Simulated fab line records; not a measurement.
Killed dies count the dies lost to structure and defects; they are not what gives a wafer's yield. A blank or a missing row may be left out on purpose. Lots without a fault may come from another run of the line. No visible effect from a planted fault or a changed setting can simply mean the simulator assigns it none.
Which tool is to blame? | flow nand-harc | 34 wafers from 12 lots sampled at 5 of the route's 1159 steps

== WHAT THE GAUGES READ, wafer by wafer ==
NHARC_A_M0_INSPECT_27. Usual: raw-defect-count reads 436 (standard deviation 120).
lot  | measured     | on                | raw-defect-count | flag
L474 | day 18 03:36 | defect-inspect-02 | 298 304 295      |
L476 | day 18 03:47 | defect-inspect-01 | 523 287 389      |
L475 | day 18 04:22 | defect-inspect-01 | 445 594 362      |
L480 | day 19 01:02 | defect-inspect-02 | 301 310 309      |
L479 | day 19 01:21 | defect-inspect-02 | 485 402 607      |
L477 | day 19 07:06 | defect-inspect-01 | 419 401 285      |
L482 | day 19 14:20 | defect-inspect-01 | 362 348 403      |
L486 | day 20 13:35 | defect-inspect-01 | 530              |
L488 | day 21 11:40 | defect-inspect-02 | 548 562 711      |
L489 | day 21 12:40 | defect-inspect-01 | 667 480 481      |
L490 | day 22 03:18 | defect-inspect-01 | 345 364 368      |
L493 | day 22 03:49 | defect-inspect-02 | 523 442 771      |

NHARC_END_SORT_01. Usual: defect-limited-yield 95.4 %, standard deviation 1.8; killed-at-array 27, standard deviation 11; killed-at-other 0.7, standard deviation 1.1; killed-at-periphery 3.4, standard deviation 2.1; killed-dies 31, standard deviation 12; killed-open 3.6, standard deviation 2; killed-short 2.0, standard deviation 1.3; sort_bin_2_pct 1.5 %, standard deviation 0.71; sort_bin_3_pct 0.25 %, standard deviation 0.22; sort_bin_4_pct 2.9 %, standard deviation 1.2; sort-n-pass 646, standard deviation 12; sort-rim-yield-pct 95.0 %, standard deviation 2.5; sort-yield-pct 95.4 %, standard deviation 1.8.
lot  | measured     | on        | defect-limited-yield (%) | killed-at-array | killed-at-other | killed-at-periphery | killed-dies | killed-open | killed-short | sort_bin_2_pct (%) | sort_bin_3_pct (%) | sort_bin_4_pct (%) | sort-n-pass | sort-rim-yield-pct (%) | sort-yield-pct (%) | flag
L474 | day 19 18:46 | prober-02 | 96.2 94.2 93.5           | 21 36 38        | 0 0 0           | 5 3 6               | 26 39 44    | 0 3 6       | 3 3 2        | 0.9 1.5 2.4        | 0.74 0.30 0        | 2.2 4.0 4.1        | 651 638 633 | 95.3 94.3 91.5         | 96.2 94.2 93.5     |
L476 | day 19 18:43 | prober-01 | 97.0 97.2 97.3           | 16 15 16        | 1 0 0           | 3 4 2               | 20 19 18    | 6 3 5       | 2 2 0        | 0.3 0.9 1.2        | 0.15 0 0           | 2.5 1.9 1.5        | 657 658 659 | 94.3 98.1 98.1         | 97.0 97.2 97.3     |
L475 | day 20 03:17 | prober-02 | 95.9 96.6 96.3           | 26 18 22        | 1 0 0           | 1 5 3               | 28 23 25    | 6 2 1       | 1 3 2        | 1.6 1.3 1.2        | 0.30 0.15 0        | 2.2 1.9 2.5        | 649 654 652 | 98.1 94.3 92.5         | 95.9 96.6 96.3     |
L480 | day 20 16:48 | prober-02 | 97.6 97.2 97.6           | 11 14 15        | 0 0 0           | 5 5 1               | 16 19 16    | 0 5 4       | 0 0 0        | 0.3 0.9 1.0        | 0.15 0.15 0.15     | 1.9 1.8 1.2        | 661 658 661 | 99.1 96.2 97.2         | 97.6 97.2 97.6     |
L479 | day 20 15:57 | prober-01 | 93.9 93.9 94.5           | 34 35 34        | 1 2 1           | 6 4 2               | 41 41 37    | 4 3 2       | 1 1 2        | 2.1 2.4 2.5        | 0.74 0 0.15        | 3.2 3.7 2.8        | 636 636 640 | 95.3 96.2 96.2         | 93.9 93.9 94.5     |
L477 | day 20 23:46 | prober-01 | 96.8 96.6 95.4           | 15 22 27        | 2 0 0           | 5 1 4               | 22 23 31    | 6 0 3       | 1 1 1        | 1.2 1.3 1.3        | 0.30 0 0.30        | 1.8 2.1 3.0        | 655 654 646 | 94.3 97.2 92.5         | 96.8 96.6 95.4     |
L482 | day 21 03:26 | prober-02 | 96.2 95.4 94.8           | 24 28 31        | 0 0 1           | 2 3 3               | 26 31 35    | 2 2 5       | 2 0 3        | 1.3 1.3 1.5        | 0.30 0.59 0.15     | 2.2 2.7 3.5        | 651 646 642 | 96.2 99.1 96.2         | 96.2 95.4 94.8     |
L486 | day 22 03:48 | prober-01 | 96.0                     | 26              | 0               | 1                   | 27          | 6           | 2            | 1.2                | 0.30               | 2.5                | 650         | 96.2                   | 96.0               |
L488 | day 23 04:37 | prober-01 | 96.0 95.9 95.6           | 22 23 23        | 0 1 2           | 5 4 5               | 27 28 30    | 3 5 0       | 2 1 3        | 0.9 1.2 1.2        | 0 0.44 0           | 3.1 2.5 3.2        | 650 649 647 | 97.2 90.6 91.5         | 96.0 95.9 95.6     |
L489 | day 23 12:23 | prober-02 | 93.4 92.5 95.1           | 37 45 31        | 1 0 0           | 7 6 2               | 45 51 33    | 7 2 3       | 4 2 2        | 1.9 3.5 1.5        | 0.59 0.44 0.74     | 4.1 3.5 2.7        | 632 626 644 | 98.1 94.3 99.1         | 93.4 92.5 95.1     |
L490 | day 24 03:04 | prober-01 | 91.1 91.6 92.5           | 50 48 46        | 3 1 0           | 7 8 5               | 60 57 51    | 3 7 3       | 2 1 0        | 3.0 3.0 2.1        | 0.74 0.30 0.15     | 5.2 5.2 5.3        | 617 620 626 | 88.7 91.5 93.4         | 91.1 91.6 92.5     |
L493 | day 23 19:14 | prober-01 | 97.6 97.6 96.2           | 16 15 20        | 0 0 1           | 0 1 5               | 16 16 26    | 1 2 3       | 1 2 2        | 0.6 0.7 1.9        | 0.30 0 0.15        | 1.5 1.6 1.8        | 661 661 651 | 95.3 95.3 95.3         | 97.6 97.6 96.2     |

== EACH LOT AND THE TOOL THAT RAN IT (in order: tool; ch and the chambers of the sampled wafers; start) ==
lot  | NHARC_A_M1_DESCUM_14               | NHARC_A_M1_ETCH_15                 | NHARC_A_M1_PVD_21
L474 | rie-diel-03 ch 0,1,3, day 18 05:28 | rie-diel-03 ch 0,1, day 18 05:38   | pvd-sputter-03, day 19 18:46 or earlier
L476 | rie-diel-08 ch 0,2, day 18 05:13   | rie-diel-08 ch 0,3, day 18 05:25   | pvd-sputter-02, day 19 18:43 or earlier
L475 | rie-diel-08 ch 0,3, day 18 06:08   | rie-diel-08 ch 0,2,3, day 18 06:19 | pvd-sputter-02, day 20 03:17 or earlier
L480 | rie-diel-11 ch 0,3, day 19 02:38   | rie-diel-11 ch 0,1,3, day 19 02:49 | pvd-sputter-02, day 20 16:48 or earlier
L479 | rie-diel-11 ch 0,1,3, day 19 02:59 | rie-diel-11 ch 0,1, day 19 03:08   | pvd-sputter-01, day 20 15:57 or earlier
L477 | rie-diel-08 ch 0,1,3, day 19 08:35 | rie-diel-08 ch 0,1,2, day 19 08:44 | pvd-sputter-03, day 20 23:46 or earlier
L482 | rie-diel-11 ch 0,1, day 19 16:02   | rie-diel-11 ch 0,1,3, day 19 16:14 | pvd-sputter-02, day 21 03:26 or earlier
L486 | rie-diel-11 ch 3, day 20 15:04     | rie-diel-11 ch 3, day 20 15:13     | pvd-sputter-02, day 22 03:48 or earlier
L488 | rie-diel-03 ch 0,1,2, day 21 13:07 | rie-diel-03 ch 0,2,3, day 21 13:18 | pvd-sputter-01, day 23 04:37 or earlier
L489 | rie-diel-03 ch 0,1,2, day 21 14:16 | rie-diel-03 ch 1,3, day 21 14:26   | pvd-sputter-01, day 23 12:23 or earlier
L490 | rie-diel-03 ch 1,2,3, day 22 04:56 | rie-diel-03 ch 0,1,2, day 22 05:07 | pvd-sputter-01, day 24 03:04 or earlier
L493 | rie-diel-08 ch 0,3, day 22 05:30   | rie-diel-08 ch 0,3, day 22 05:41   | pvd-sputter-02, day 23 19:14 or earlier
- NHARC_A_M1_DESCUM_14: chemistry O2, time 3 s.
- NHARC_A_M1_ETCH_15: etches the open film in C4F8/Ar, target depth 182.5 nm, time 91.2 s.
- NHARC_A_M1_PVD_21: deposits Cu, target thk 30 nm, time 20.49 s.

== AS READ BY THE TOOLS THEMSELVES (means over the sampled wafers that have a number; for cases with no such wafer, the mark the record gives instead) ==
NHARC_A_M1_DESCUM_14. Usual: drypump-motor-current-A 6.0 A, standard deviation 0.48; oes-product-au 0.997 a.u., standard deviation 0.0092; rf-vpp-V 57.9 V, standard deviation 0.87; showerhead-plenum-p-Torr 1.92 Torr, standard deviation 0.084; throttle-valve-pct 11.311 %, standard deviation 0.0092.
lot  | tool        | drypump-motor-current-A (A) | oes-product-au (a.u.) | rf-vpp-V (V) | showerhead-plenum-p-Torr (Torr) | throttle-valve-pct (%) | flag
L474 | rie-diel-03 | 5.3                         | 0.994                 | 58.6         | 1.92                            | 11.313                 |
L476 | rie-diel-08 | 6.2                         | 0.987                 | 58.0         | 1.95                            | 11.312                 |
L475 | rie-diel-08 | 6.2                         | 1.001                 | 58.4         | 2.01                            | 11.307                 |
L480 | rie-diel-11 | 6.5                         | 0.998                 | 58.0         | 1.94                            | 11.304                 |
L479 | rie-diel-11 | 6.3                         | 1.000                 | 57.4         | 1.90                            | 11.313                 |
L477 | rie-diel-08 | 6.2                         | 0.994                 | 58.0         | 2.02                            | 11.313                 |
L482 | rie-diel-11 | 6.4                         | 1.001                 | 58.0         | 1.96                            | 11.307                 |
L486 | rie-diel-11 | 6.2                         | 1.007                 | 57.3         | 1.83                            | 11.305                 |
L488 | rie-diel-03 | 5.5                         | 0.990                 | 58.1         | 1.89                            | 11.321                 |
L489 | rie-diel-03 | 5.5                         | 0.990                 | 57.9         | 1.90                            | 11.315                 |
L490 | rie-diel-03 | 5.3                         | 0.995                 | 57.7         | 1.88                            | 11.300                 |
L493 | rie-diel-08 | 6.2                         | 0.996                 | 56.6         | 2.01                            | 11.306                 |

NHARC_A_M1_ETCH_15. Usual: bias-w 299.8 W, standard deviation 0.86; oes-product-au 0.948 a.u., standard deviation 0.025; rf-vpp-V 440.8 V, standard deviation 2.8.
lot  | tool        | bias-w (W) | oes-product-au (a.u.) | rf-vpp-V (V) | flag
L474 | rie-diel-03 | 300.0      | 0.955                 | 442.5        |
L476 | rie-diel-08 | 299.2      | 0.918                 | 444.3        |
L475 | rie-diel-08 | 300.8      | 0.959                 | 442.9        |
L480 | rie-diel-11 | 300.7      | 0.965                 | 440.7        |
L479 | rie-diel-11 | 300.7      | 0.924                 | 441.8        |
L477 | rie-diel-08 | 299.9      | 0.912                 | 442.9        |
L482 | rie-diel-11 | 299.7      | 0.972                 | 440.4        |
L486 | rie-diel-11 | 301.4      | 1.196                 | 438.7        | OFF
L488 | rie-diel-03 | 299.4      | 0.965                 | 437.6        |
L489 | rie-diel-03 | 300.7      | 0.919                 | 441.6        |
L490 | rie-diel-03 | 299.7      | 0.911                 | 439.6        |
L493 | rie-diel-08 | 299.2      | 0.969                 | 443.3        |

NHARC_A_M1_PVD_21. Usual: throttle-valve-pct reads 30.2 % (standard deviation 1.2).
lot  | tool           | throttle-valve-pct (%) | flag
L474 | pvd-sputter-03 | 29.0                   |
L476 | pvd-sputter-02 | 30.7                   |
L475 | pvd-sputter-02 | 30.0                   |
L480 | pvd-sputter-02 | 30.3                   |
L479 | pvd-sputter-01 | 30.7                   |
L477 | pvd-sputter-03 | 30.5                   |
L482 | pvd-sputter-02 | 30.2                   |
L486 | pvd-sputter-02 | 31.0                   |
L488 | pvd-sputter-01 | 30.6                   |
L489 | pvd-sputter-01 | 30.5                   |
L490 | pvd-sputter-01 | 30.5                   |
L493 | pvd-sputter-02 | 30.4                   |

== THE ANSWER, worked out from the rows above alone ==
Rule: take the mean of a lot's wafers that have a number; if it is more than 3 standard deviations from the usual mean, the lot is off. Also off: a lot with no number at a reading for which 4 or more lots have one. Where the step has rows for the other lots, those lots are counted as sound. Order of review: gauges by route order, followed by the tools' own readings, for which a lot's mean as printed above is used. The first step at which some lot is off is used, and at that step the reading that is off furthest; a lot without a number counts as furthest.
Off, at NHARC_A_M1_ETCH_15 on oes-product-au: L486.
A tool fits if, at that step or a process step before it, it ran every lot that is off, and no sound lot after the first of them. One fits: NHARC_A_M1_DESCUM_14 and NHARC_A_M1_ETCH_15 on rie-diel-11. At NHARC_A_M1_DESCUM_14 its last sound lot is L482 (day 19 16:02), its first lot that is off L486 (day 20 15:04): a fault that began between those two fits.

== WHAT THE SIMULATOR HAD INSERTED ==
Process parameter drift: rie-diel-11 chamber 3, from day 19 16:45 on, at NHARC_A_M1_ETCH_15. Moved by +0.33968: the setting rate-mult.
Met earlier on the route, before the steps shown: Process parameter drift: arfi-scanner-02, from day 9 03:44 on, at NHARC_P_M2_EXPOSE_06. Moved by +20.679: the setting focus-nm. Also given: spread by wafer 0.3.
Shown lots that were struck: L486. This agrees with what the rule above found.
